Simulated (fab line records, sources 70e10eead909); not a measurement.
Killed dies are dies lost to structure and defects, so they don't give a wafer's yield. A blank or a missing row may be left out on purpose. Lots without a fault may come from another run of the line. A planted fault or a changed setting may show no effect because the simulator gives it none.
Chamber matching | flow nand_harc | NHARC_P_M1_DEP_33 on pecvd-01: 3 sister chambers
The step deposits SiCN, target thk 30 nm. 3 wafers are shown with their chamber, then 11 later ones without.

WAFERS WITH THEIR CHAMBER
wafer  | chamber | heater_power_w (W)
L092.1 | 0       | 537
L092.2 | 1       | 618
L092.3 | 2       | 513

WAFERS WITHOUT THEIR CHAMBER
wafer  | heater_power_w (W)
L092.4 | 618
L092.6 | 565
L094.1 | 530
L094.3 | 627
L094.5 | 539
L094.2 | 517
L094.4 | 479
L094.6 | 511
L095.3 | 553
L095.4 | 548
L095.5 | 489

WHICH CHAMBER EACH WENT THROUGH
wafer  | from the rows above          | in truth
L092.4 | 1                            | 1
L092.6 | can't be placed: 0 or 2 or 1 | 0
L094.1 | can't be placed: 0 or 2      | 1
L094.3 | 1                            | 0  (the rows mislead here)
L094.5 | can't be placed: 0 or 2      | 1
L094.2 | can't be placed: 2 or 0      | 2
L094.4 | can't be placed: 2 or 0      | 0
L094.6 | can't be placed: 2 or 0      | 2
L095.3 | can't be placed: 0 or 2      | 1
L095.4 | can't be placed: 0 or 2      | 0
L095.5 | can't be placed: 2 or 0      | 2
Placed correctly: 1 of 11. Can't be placed from these rows: 9 (the true chamber is among the candidates in 6). Placed wrongly: 1.
How it was worked out, from the rows above alone: a wafer's distance from a chamber is the root of the sum, over the readings, of the square of ((its reading less the chamber's mean) divided by the reading's scatter). The wafer belongs to the nearest chamber; if the next one is less than 2 further off, it can't be placed. A chamber's mean is the mean of its shown wafers. The scatter: with one shown wafer a chamber, the root of the mean of the squares of how far each hidden wafer lies from its nearest shown one.
